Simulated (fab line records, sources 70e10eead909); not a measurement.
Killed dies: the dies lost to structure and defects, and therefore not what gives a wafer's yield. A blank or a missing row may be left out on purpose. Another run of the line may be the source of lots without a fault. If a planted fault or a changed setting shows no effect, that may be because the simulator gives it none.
Chamber matching -- flow nand_harc -- cmp-02 running NHARC_A_CONTACT_CMP_20: 4 sister chambers
The step polishes, t overpolish 30 s, target thk 300 nm. 16 wafers are shown with their chamber, then 8 later ones without.

## WAFERS PAIRED WITH THEIR CHAMBERS
wafer,chamber,motor_current_A (A),overpolish_run_s (s),time_to_endpoint_s (s)
L077.2,3,13.3,30.002,58
L077.3,2,10.8,30.018,59
L077.6,3,13.5,30.001,58
L079.1,0,12.2,30.002,62
L079.4,1,9.4,29.993,62
L079.6,0,12.5,29.992,59
L082.1,3,13.7,29.993,61
L082.5,2,10.5,29.999,64
L082.6,3,13.1,29.989,62
L084.3,3,13.4,30.013,60
L084.4,2,11.0,30.008,56
L084.6,1,9.7,29.991,54
L088.2,1,9.1,30.004,58
L088.3,3,13.3,30.009,61
L088.5,3,12.9,29.988,57
L087.2,0,11.8,29.989,61

SIGNATURES, as means of the wafers listed above
reading,chamber 0,chamber 1,chamber 2,chamber 3,scatter within a chamber
motor_current_A,12.167,9.400,10.767,13.314,0.283
overpolish_run_s,29.99433,29.99600,30.00833,29.99929,0.00884
time_to_endpoint_s,60.67,58.00,59.67,59.57,2.75
Rule: a wafer's distance from a chamber is the root of the sum, over the readings, of the square of ((its reading less the chamber's mean) divided by the reading's scatter). If the next closest chamber is less than 2 further off than the closest, the wafer can't be placed; otherwise it belongs to the closest. How the scatter is found: for the shown wafers, subtract from each reading the mean of its chamber, square and add these, divide the total by (wafers less chambers), then take the root.

## WAFERS MISSING THEIR CHAMBER
wafer,motor_current_A (A),overpolish_run_s (s),time_to_endpoint_s (s)
L087.5,11.0,30.004,62
L087.6,9.6,30.003,59
L090.1,12.4,30.000,62
L090.2,13.4,30.005,62
L090.3,9.0,29.992,61
L097.2,13.6,30.007,57
L097.4,9.0,30.011,57
L097.6,12.0,30.015,61

## EACH ONE'S CHAMBER
wafer,from the rows above,in truth
L087.5,2,2
L087.6,1,1
L090.1,0,0
L090.2,3,3
L090.3,1,1
L097.2,3,3
L097.4,1,1
L097.6,0,0
Correctly placed: 8 of 8. Not placeable from these rows: 0. Wrongly placed: 0.
